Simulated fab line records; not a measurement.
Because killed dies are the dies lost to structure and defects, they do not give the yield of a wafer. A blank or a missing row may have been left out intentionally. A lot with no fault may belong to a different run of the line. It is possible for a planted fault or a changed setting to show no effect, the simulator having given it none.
Struck lot and sound lot, side by side / flow n5-finfet / 14 steps out of a route of 1938
Sound: these wafers, L925.3, L925.4, L925.6. Struck: wafer L933.4; the same lot's L933.6 was not struck, so it is left out; see the end for the cause.
At each step with rows: each side's tool, then ch and its chambers, then its first start. Under that, the readings that differ: sound wafers / struck wafers / difference of the means / sigmas: that difference in standard deviations of wafers without a fault.
alike: words and numbers the same on both sides, and readings whose means are apart by under 2 such deviations; not compared: readings that were withheld, readings missing a value for some wafer, numbers with overlapping values and no deviation given by the record, and bounds like >300 which may hide the same value.
A row with sigmas, a row that says differs or no value, or rows on one side alone: a step with any of these is where the two part. Non-overlapping numbers with no deviation appear without sigmas and do not part them. A reading that every wafer of one side lacks parts them only if that side has two wafers or more.

first, 7 steps without rows for these wafers: N5_BEOL_M13_COAT_22 (resist thk 300 nm); N5_BEOL_M13_EBR_24; N5_BEOL_M13_SOFTBAKE_23 (time 60 s); N5_BEOL_M13_EXPOSE_25 (exposes mask M13, target cd 210 nm); N5_BEOL_M13_PEB_26 (peb time 90 s); N5_BEOL_M13_DEVELOP_27 (develop time 45 s); N5_BEOL_M13_HARDBAKE_32 (time 120 s).
N5_BEOL_M13_CD_MEAS_28: target cd 209.5 nm.
  sound on cd-sem-02 ch 0, day 15 09:42; struck on cd-sem-01 ch 0, day 17 01:38
  alike: cd-nm
N5_BEOL_M13_OVL_MEAS_29:
  sound on overlay-01 ch 0, day 15 09:44; struck on overlay-02 ch 0, day 17 01:40
  alike: M13_OVL
N5_BEOL_M13_INSPECT_30: inspects for defects (macro).
  sound: defect-inspect-01 at day 15 09:45; struck: defect-inspect-02 at day 17 01:41
  alike: raw-defect-count
N5_BEOL_M13_DESCUM_33: chemistry O2, time 7.9 s.
  sound on rie-diel-04 ch 1,2,3, day 15 09:47; struck on rie-diel-04 ch 1, day 17 01:43
  alike: drypump-motor-current-A, oes-product-au, rf-vpp-V, showerhead-plenum-p-Torr, throttle-valve-pct
  not compared: rf-hours-counter-h
N5_BEOL_M13_ETCH_67: etches SiARC in CF4, target depth 143 nm, time 238.3 s.
  sound on rie-diel-04 ch 1,2,3, day 15 09:49; struck on rie-diel-04 ch 1, day 17 01:46
  alike: cf4-flow-sccm, drypump-motor-current-A, etch-rf-on-time-s, oes-product-au, rf-vpp-V, showerhead-plenum-p-Torr, throttle-valve-pct
  not compared: rf-hours-counter-h
N5_BEOL_M13_ETCH_68: etches SOC in N2/H2, time 355 s.
  sound on rie-diel-04 ch 1,2,3, day 15 09:58; struck on rie-diel-04 ch 1, day 17 01:55
reading=run-length-s (s); sound=378.9 378.4 378.5; struck=263.7; difference=-114.9; sigmas=-99 or more
reading=model.SiARC_of_BEOL_M13_COAT_66.thk-nm (nm); sound=77.2 77.8 76.6; struck=88.2; difference=+11.0; sigmas=
  alike: drypump-motor-current-A, oes-product-au, rf-vpp-V, showerhead-plenum-p-Torr, throttle-valve-pct
  not compared: rf-hours-counter-h
then, 1 step without rows for these wafers: N5_BEOL_M13_STRIP_69 (strips in N2/H2).

WHERE THEY PART
At N5_BEOL_M13_ETCH_68 and nowhere else, as far as this record goes.

WHY: whatever the simulator had introduced
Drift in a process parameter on rie-diel-04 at N5_BEOL_M13_ETCH_68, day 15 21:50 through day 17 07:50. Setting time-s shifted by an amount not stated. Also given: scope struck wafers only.
